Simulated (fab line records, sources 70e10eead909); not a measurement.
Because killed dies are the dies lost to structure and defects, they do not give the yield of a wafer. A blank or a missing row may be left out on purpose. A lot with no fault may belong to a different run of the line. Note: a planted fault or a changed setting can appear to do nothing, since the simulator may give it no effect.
Matching of chambers || flow nandHarc || NHARC_A_STAIRCASE_DEP_325 on pecvd-02 has 3 sister chambers
The step deposits SiO2, target thk 3800 nm. 14 wafers are shown with their chamber, then 7 later ones without.

WAFERS WITH THEIR CHAMBER
{"wafer": "L075.2", "chamber": 2, "heaterPowerOuterW (W)": 295, "heaterPowerW (W)": 549, "mfcPrecursorSccm (sccm)": 200.8}
{"wafer": "L075.4", "chamber": 1, "heaterPowerOuterW (W)": 391, "heaterPowerW (W)": 681, "mfcPrecursorSccm (sccm)": 199.8}
{"wafer": "L075.5", "chamber": 0, "heaterPowerOuterW (W)": 458, "heaterPowerW (W)": 795, "mfcPrecursorSccm (sccm)": 200.4}
{"wafer": "L076.1", "chamber": 1, "heaterPowerOuterW (W)": 497, "heaterPowerW (W)": 863, "mfcPrecursorSccm (sccm)": 200.2}
{"wafer": "L076.2", "chamber": 0, "heaterPowerOuterW (W)": 511, "heaterPowerW (W)": 867, "mfcPrecursorSccm (sccm)": 199.3}
{"wafer": "L076.5", "chamber": 1, "heaterPowerOuterW (W)": 377, "heaterPowerW (W)": 686, "mfcPrecursorSccm (sccm)": 200.9}
{"wafer": "L086.1", "chamber": 1, "heaterPowerOuterW (W)": 459, "heaterPowerW (W)": 772, "mfcPrecursorSccm (sccm)": 200.5}
{"wafer": "L086.3", "chamber": 0, "heaterPowerOuterW (W)": 558, "heaterPowerW (W)": 962, "mfcPrecursorSccm (sccm)": 199.9}
{"wafer": "L086.6", "chamber": 2, "heaterPowerOuterW (W)": 305, "heaterPowerW (W)": 578, "mfcPrecursorSccm (sccm)": 199.8}
{"wafer": "L090.2", "chamber": 1, "heaterPowerOuterW (W)": 458, "heaterPowerW (W)": 772, "mfcPrecursorSccm (sccm)": 200.3}
{"wafer": "L090.3", "chamber": 2, "heaterPowerOuterW (W)": 358, "heaterPowerW (W)": 652, "mfcPrecursorSccm (sccm)": 199.5}
{"wafer": "L090.4", "chamber": 0, "heaterPowerOuterW (W)": 445, "heaterPowerW (W)": 794, "mfcPrecursorSccm (sccm)": 201.2}
{"wafer": "L092.1", "chamber": 2, "heaterPowerOuterW (W)": 366, "heaterPowerW (W)": 664, "mfcPrecursorSccm (sccm)": 200.6}
{"wafer": "L092.3", "chamber": 1, "heaterPowerOuterW (W)": 478, "heaterPowerW (W)": 813, "mfcPrecursorSccm (sccm)": 199.9}

SIGNATURES, as means of the wafers listed above
{"reading": "heaterPowerOuterW", "chamber 0": 493.00, "chamber 1": 443.33, "chamber 2": 331.00, "scatter within a chamber": 46.4}
{"reading": "heaterPowerW", "chamber 0": 854.50, "chamber 1": 764.50, "chamber 2": 610.75, "scatter within a chamber": 69.8}
{"reading": "mfcPrecursorSccm", "chamber 0": 200.200, "chamber 1": 200.267, "chamber 2": 200.175, "scatter within a chamber": 0.597}
Rule: for a wafer and a chamber, the distance is found by dividing, reading by reading, the gap between the wafer's reading and the chamber's mean by the reading's scatter, squaring, summing and taking the root. If the next closest chamber is less than 2 further off than the closest, the wafer can't be placed; otherwise it belongs to the closest. The scatter: the root of (the sum of the squares of (reading less its chamber's mean) over the shown wafers, divided by (wafers less chambers)).

WAFERS WITH NO CHAMBER GIVEN
{"wafer": "L092.5", "heaterPowerOuterW (W)": 444, "heaterPowerW (W)": 786, "mfcPrecursorSccm (sccm)": 201.0}
{"wafer": "L096.1", "heaterPowerOuterW (W)": 328, "heaterPowerW (W)": 608, "mfcPrecursorSccm (sccm)": 200.5}
{"wafer": "L096.3", "heaterPowerOuterW (W)": 484, "heaterPowerW (W)": 858, "mfcPrecursorSccm (sccm)": 199.4}
{"wafer": "L096.4", "heaterPowerOuterW (W)": 370, "heaterPowerW (W)": 665, "mfcPrecursorSccm (sccm)": 200.8}
{"wafer": "L097.3", "heaterPowerOuterW (W)": 332, "heaterPowerW (W)": 630, "mfcPrecursorSccm (sccm)": 199.3}
{"wafer": "L097.4", "heaterPowerOuterW (W)": 430, "heaterPowerW (W)": 784, "mfcPrecursorSccm (sccm)": 198.9}
{"wafer": "L097.6", "heaterPowerOuterW (W)": 382, "heaterPowerW (W)": 661, "mfcPrecursorSccm (sccm)": 199.7}

WHICH CHAMBER EACH WENT THROUGH
{"wafer": "L092.5", "from the rows above": "can't be placed: 1 or 0", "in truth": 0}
{"wafer": "L096.1", "from the rows above": 2, "in truth": 2}
{"wafer": "L096.3", "from the rows above": "can't be placed: 0 or 1", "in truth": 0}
{"wafer": "L096.4", "from the rows above": "can't be placed: 2 or 1", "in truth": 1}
{"wafer": "L097.3", "from the rows above": "can't be placed: 2 or 1", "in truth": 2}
{"wafer": "L097.4", "from the rows above": "can't be placed: 1 or 0 or 2", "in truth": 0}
{"wafer": "L097.6", "from the rows above": "can't be placed: 2 or 1", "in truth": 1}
Placed correctly: 1 of 7. Can't be placed from these rows: 6 (the true chamber is among the candidates in 6). Placed wrongly: 0.
